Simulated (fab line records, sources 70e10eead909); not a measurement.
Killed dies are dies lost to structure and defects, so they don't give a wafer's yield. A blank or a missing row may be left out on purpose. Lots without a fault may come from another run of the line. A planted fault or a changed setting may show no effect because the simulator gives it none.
Chamber matching | flow nand_harc | NHARC_P_M1_ETCH_35 on rie_diel-10: 4 sister chambers
The step etches the open film in N2/H2, target depth 40 nm, overetch 12 nm, time 43.94 s. 14 wafers are shown with their chamber, then 7 later ones without.

WAFERS WITH THEIR CHAMBER
wafer  | chamber | drypump_motor_current_A (A) | rf_vpp_V (V) | throttle_valve_pct (%)
L075.1 | 1       | 5.9                         | 429.6        | 14.170
L075.4 | 1       | 5.9                         | 429.2        | 14.163
L075.5 | 3       | 6.4                         | 429.4        | 14.160
L078.1 | 2       | 5.2                         | 434.6        | 14.172
L078.3 | 0       | 5.1                         | 429.3        | 14.171
L078.6 | 0       | 5.1                         | 430.6        | 14.163
L080.3 | 1       | 5.9                         | 431.7        | 14.173
L080.4 | 3       | 6.3                         | 429.6        | 14.165
L080.5 | 2       | 5.2                         | 434.2        | 14.188
L082.1 | 1       | 5.9                         | 430.4        | 14.157
L082.3 | 2       | 5.2                         | 434.4        | 14.175
L082.5 | 2       | 5.2                         | 434.1        | 14.172
L084.1 | 2       | 5.2                         | 435.6        | 14.182
L084.5 | 1       | 5.9                         | 428.7        | 14.159

SIGNATURES (means of the wafers above)
reading                 | chamber 0 | chamber 1 | chamber 2 | chamber 3 | scatter within a chamber
drypump_motor_current_A | 5.100     | 5.900     | 5.200     | 6.350     | 0.0224
rf_vpp_V                | 429.950   | 429.920   | 434.580   | 429.500   | 0.884
throttle_valve_pct      | 14.16700  | 14.16440  | 14.17780  | 14.16250  | 0.00658
Rule: a wafer's distance from a chamber is the root of the sum, over the readings, of the square of ((its reading less the chamber's mean) divided by the reading's scatter). The wafer belongs to the nearest chamber; if the next one is less than 2 further off, it can't be placed. The scatter: the root of (the sum of the squares of (reading less its chamber's mean) over the shown wafers, divided by (wafers less chambers)).

WAFERS WITHOUT THEIR CHAMBER
wafer  | drypump_motor_current_A (A) | rf_vpp_V (V) | throttle_valve_pct (%)
L084.6 | 5.2                         | 434.5        | 14.180
L087.1 | 6.3                         | 427.5        | 14.169
L087.5 | 6.3                         | 428.5        | 14.161
L087.6 | 5.2                         | 433.1        | 14.177
L086.2 | 5.9                         | 429.4        | 14.156
L086.4 | 5.1                         | 431.0        | 14.167
L086.6 | 5.9                         | 429.2        | 14.184

WHICH CHAMBER EACH WENT THROUGH
wafer  | from the rows above | in truth
L084.6 | 2                   | 2
L087.1 | 3                   | 3
L087.5 | 3                   | 3
L087.6 | 2                   | 2
L086.2 | 1                   | 1
L086.4 | 0                   | 0
L086.6 | 1                   | 1
Placed correctly: 7 of 7. Can't be placed from these rows: 0. Placed wrongly: 0.
